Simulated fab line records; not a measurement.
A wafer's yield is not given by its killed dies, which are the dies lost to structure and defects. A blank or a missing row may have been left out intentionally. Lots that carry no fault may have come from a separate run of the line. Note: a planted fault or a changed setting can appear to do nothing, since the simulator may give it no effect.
The tool behind it: which one? + flow nand harc + Sampling: 12 lots, 34 wafers, 4 of 1302 route steps

== WHAT EACH GAUGE READ, for each wafer ==
The record lacks any reading of a measuring or inspecting step that a usual standard deviation could be used to judge.

== TOOL THAT RAN EACH LOT (tool first, then ch and the chambers of the sampled wafers, then the start) ==
| lot  | NHARC_A_STAIRCASE_DEP_280       | NHARC_A_STAIRCASE_ETCH_292         | NHARC_A_STAIRCASE_ETCH_294                    | NHARC_A_STAIRCASE_ETCH_453         |
|------|---------------------------------|------------------------------------|-----------------------------------------------|------------------------------------|
| L285 | pecvd-02 ch 0,1, day 16 14:03   | rie diel-10 ch 0,1, day 16 15:05   | rie diel-10 ch 0,1,3, day 16 21:53 or earlier | rie diel-02 ch 2,3, day 16 21:53   |
| L287 | pecvd-02 ch 0,1,2, day 17 01:14 | rie diel-10 ch 0,3, day 17 02:19   | rie diel-10 ch 0,2,3, day 17 08:10 or earlier | rie diel-02 ch 1,2,3, day 17 08:10 |
| L286 | pecvd-03 ch 0,1,2, day 17 02:37 | rie diel-02 ch 0,3, day 17 03:40   | rie diel-02 ch 1,2,3, day 17 09:17 or earlier | rie diel-10 ch 2,3, day 17 09:17   |
| L288 | pecvd-02 ch 1,2, day 17 22:41   | rie diel-02 ch 0,2,3, day 17 23:43 | rie diel-02 ch 0,2,3, day 18 05:19 or earlier | rie diel-02 ch 0,1,2, day 18 05:19 |
| L292 | pecvd-03 ch 0,2, day 19 15:55   | rie diel-10 ch 0,2, day 19 16:53   | rie diel-10 ch 2,3, day 20 00:17 or earlier   | rie diel-11 ch 0,2, day 20 00:17   |
| L294 | pecvd-02 ch 0,1, day 20 13:14   | rie diel-02 ch 2,3, day 20 14:11   | rie diel-02 ch 0,2,3, day 20 20:32 or earlier | rie diel-11 ch 1,2, day 20 20:32   |
| L295 | pecvd-02 ch 0,1,2, day 20 22:18 | rie diel-02 ch 0,2,3, day 20 23:16 | rie diel-02 ch 0,2, day 21 07:46 or earlier   | rie diel-02 ch 0,2, day 21 07:46   |
| L296 | pecvd-04 ch 0,1,2, day 21 00:08 | rie diel-10 ch 0,1,3, day 21 01:12 | rie diel-10 ch 0,3, day 21 08:05 or earlier   | rie diel-10 ch 0,2,3, day 21 08:05 |
| L303 | pecvd-04 ch 1,2, day 24 00:28   | rie diel-02 ch 0,3, day 24 01:32   | rie diel-02 ch 1,2, day 24 07:20 or earlier   | rie diel-02 ch 0,1, day 24 07:20   |
| L304 | pecvd-02 ch 2, day 24 11:41     | rie diel-11 ch 0,3, day 24 12:38   | rie diel-11 ch 0,3, day 24 18:11 or earlier   | rie diel-02 ch 0,2, day 24 18:11   |
| L306 | pecvd-03 ch 0,1,2, day 25 06:08 | rie diel-11 ch 1,2, day 25 07:14   | rie diel-11 ch 0,2, day 25 12:50 or earlier   | rie diel-11 ch 0,1,3, day 25 12:50 |
| L308 | pecvd-04 ch 0,2, day 25 23:56   | rie diel-11 ch 0,1,3, day 26 00:56 | rie diel-11 ch 0,1,3, day 26 07:31 or earlier | rie diel-11 ch 0,2,3, day 26 07:31 |
- NHARC_A_STAIRCASE_DEP_280: deposits SiON, target thk 30 nm.
- NHARC_A_STAIRCASE_ETCH_292: etches the open film in CF4/CHF3.
- NHARC_A_STAIRCASE_ETCH_294: etches the open film in C4F8/O2/Ar, target depth 4989 nm, time 1211.6 s.
- NHARC_A_STAIRCASE_ETCH_453: etches the open film in CF4/O2, target depth 30 nm, overetch 3 nm, time 16.5 s.

== WHAT THE TOOLS THEMSELVES READ (means of the sampled wafers that have a number; where no wafer has one, the mark that the record gives instead) ==
NHARC_A_STAIRCASE_DEP_280.
| lot  | tool     | heater power w (W) |
|------|----------|--------------------|
| L285 | pecvd-02 | 624                |
| L287 | pecvd-02 | 681                |
| L286 | pecvd-03 | 686                |
| L288 | pecvd-02 | 703                |
| L292 | pecvd-03 | 700                |
| L294 | pecvd-02 | 625                |
| L295 | pecvd-02 | 637                |
| L296 | pecvd-04 | 748                |
| L303 | pecvd-04 | 796                |
| L304 | pecvd-02 | 762                |
| L306 | pecvd-03 | 749                |
| L308 | pecvd-04 | 677                |

NHARC_A_STAIRCASE_ETCH_292.
| lot  | tool        | drypump motor current A (A) | oes product au (a.u.) | rf vpp V (V) | showerhead plenum p Torr (Torr) | throttle valve pct (%) |
|------|-------------|-----------------------------|-----------------------|--------------|---------------------------------|------------------------|
| L285 | rie diel-10 | 5.8                         | 0.975                 | 370.6        | 1.59                            | 16.801                 |
| L287 | rie diel-10 | 6.4                         | 0.944                 | 372.2        | 1.64                            | 16.800                 |
| L286 | rie diel-02 | 5.7                         | 0.914                 | 368.5        | 1.51                            | 16.806                 |
| L288 | rie diel-02 | 5.8                         | 0.943                 | 370.6        | 1.56                            | 16.794                 |
| L292 | rie diel-10 | 5.4                         | 0.954                 | 372.9        | 1.65                            | 16.797                 |
| L294 | rie diel-02 | 5.9                         | 0.922                 | 371.2        | 1.60                            | 16.795                 |
| L295 | rie diel-02 | 5.8                         | 0.916                 | 370.4        | 1.55                            | 16.802                 |
| L296 | rie diel-10 | 6.2                         | 0.952                 | 371.3        | 1.58                            | 16.799                 |
| L303 | rie diel-02 | 5.7                         | 0.919                 | 367.4        | 1.51                            | 16.797                 |
| L304 | rie diel-11 | 5.8                         | 0.927                 | 370.4        | 1.57                            | 16.785                 |
| L306 | rie diel-11 | 5.6                         | 0.974                 | 372.1        | 1.63                            | 16.810                 |
| L308 | rie diel-11 | 5.7                         | 0.927                 | 370.8        | 1.58                            | 16.795                 |

NHARC_A_STAIRCASE_ETCH_294.
| lot  | tool        | oes product au (a.u.) | rf vpp V (V) | run length s (s) |
|------|-------------|-----------------------|--------------|------------------|
| L285 | rie diel-10 | 0.941                 | 1829         | 1232.6           |
| L287 | rie diel-10 | 0.951                 | 1827         | 1232.9           |
| L286 | rie diel-02 | 0.926                 | 1834         | 1232.5           |
| L288 | rie diel-02 | 0.922                 | 1825         | 1232.5           |
| L292 | rie diel-10 | 0.938                 | 1843         | 1233.0           |
| L294 | rie diel-02 | 0.926                 | 1823         | 1232.6           |
| L295 | rie diel-02 | 0.908                 | 1819         | 1232.8           |
| L296 | rie diel-10 | 0.939                 | 1834         | 1232.8           |
| L303 | rie diel-02 | 0.925                 | 1837         | 1232.8           |
| L304 | rie diel-11 | 0.941                 | 1825         | 1233.3           |
| L306 | rie diel-11 | 0.944                 | 1841         | 1232.7           |
| L308 | rie diel-11 | 0.936                 | 1827         | 1233.0           |

NHARC_A_STAIRCASE_ETCH_453.
| lot  | tool        | drypump motor current A (A) | oes_ar_750_au (a.u.) | oes product au (a.u.) | rf vpp V (V) | run length s (s) | showerhead plenum p Torr (Torr) | throttle valve pct (%) |
|------|-------------|-----------------------------|----------------------|-----------------------|--------------|------------------|---------------------------------|------------------------|
| L285 | rie diel-02 | 5.9                         | 1.000                | 1.003                 | 198.4        | 37.4             | 1.36                            | 13.393                 |
| L287 | rie diel-02 | 5.6                         | 0.994                | 0.998                 | 198.7        | 37.3             | 1.38                            | 13.396                 |
| L286 | rie diel-10 | 6.2                         | 1.002                | 1.000                 | 197.6        | 37.7             | 1.34                            | 13.398                 |
| L288 | rie diel-02 | 5.8                         | 1.001                | 0.989                 | 198.2        | 37.6             | 1.35                            | 13.397                 |
| L292 | rie diel-11 | 5.6                         | 1.000                | 1.003                 | 200.2        | 37.2             | 1.42                            | 13.405                 |
| L294 | rie diel-11 | 5.6                         | 0.997                | 1.002                 | 199.8        | 37.5             | 1.39                            | 13.400                 |
| L295 | rie diel-02 | 6.1                         | 1.002                | 0.993                 | 198.4        | 37.8             | 1.33                            | 13.391                 |
| L296 | rie diel-10 | 5.8                         | 0.998                | 0.996                 | 198.1        | 38.0             | 1.40                            | 13.400                 |
| L303 | rie diel-02 | 5.7                         | 0.999                | 0.992                 | 197.8        | 39.8             | 1.32                            | 13.388                 |
| L304 | rie diel-02 | 6.1                         | 0.998                | 0.998                 | 197.2        | 39.8             | 1.31                            | 13.395                 |
| L306 | rie diel-11 | 5.7                         | 0.998                | 1.009                 | 197.4        | 37.8             | 1.34                            | 13.396                 |
| L308 | rie diel-11 | 5.9                         | 0.995                | 1.007                 | 198.8        | 37.5             | 1.37                            | 13.406                 |

== THE ANSWER, worked out from the rows above alone ==
Rule: usual is defined by the lots themselves. Put in order of their means at a reading, lots are off if they are a third of the lots or fewer, leave a main group of 4 or more, and stand apart from it by a gap of 3 or more times the standard deviation of the main group's means; of several such gaps the widest counts. If all means in a main group match to the digits the tables above print for the reading, that group is not used. A lot without any number at a reading at which 4 lots or more have one is off too. The other lots that the step has rows for count as sound. After the gauges, taken in route order, come the tools' own readings; for these a lot's mean is taken, as printed above. The first step at which some lot is off is used, and at that step the reading that is off furthest; a lot without a number counts as furthest.
Off, at NHARC_A_STAIRCASE_ETCH_453 on run length s: L303, L304. Mean 37.6 s and standard deviation 0.24 in the main group.
If a tool, at that step or one of the process steps before it, ran each lot that is off and ran no sound lot following the first of them, it fits. Because NHARC_A_STAIRCASE_ETCH_294 lacks a start for some lots, the hours and order of its lots are taken from NHARC_A_STAIRCASE_ETCH_453. One fits: NHARC_A_STAIRCASE_ETCH_453 on rie diel-02. A fault onset in the window from L295 (day 21 07:46, its last sound lot) to L303 (day 24 07:20, its first lot off) fits.
The tool's own readings at NHARC_A_STAIRCASE_ETCH_453 bear it out: on the lots that are off they differ by more than 5 times the standard deviation of the sound lots' means. run length s reads 39.8 s there against 37.6 s on the sound lots.

== WHAT THE SIMULATOR HAD INSERTED ==
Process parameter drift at NHARC_A_STAIRCASE_ETCH_453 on rie diel-02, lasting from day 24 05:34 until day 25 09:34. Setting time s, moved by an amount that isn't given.
Lots struck among those shown: L303, L304. The rule given above showed the same thing.
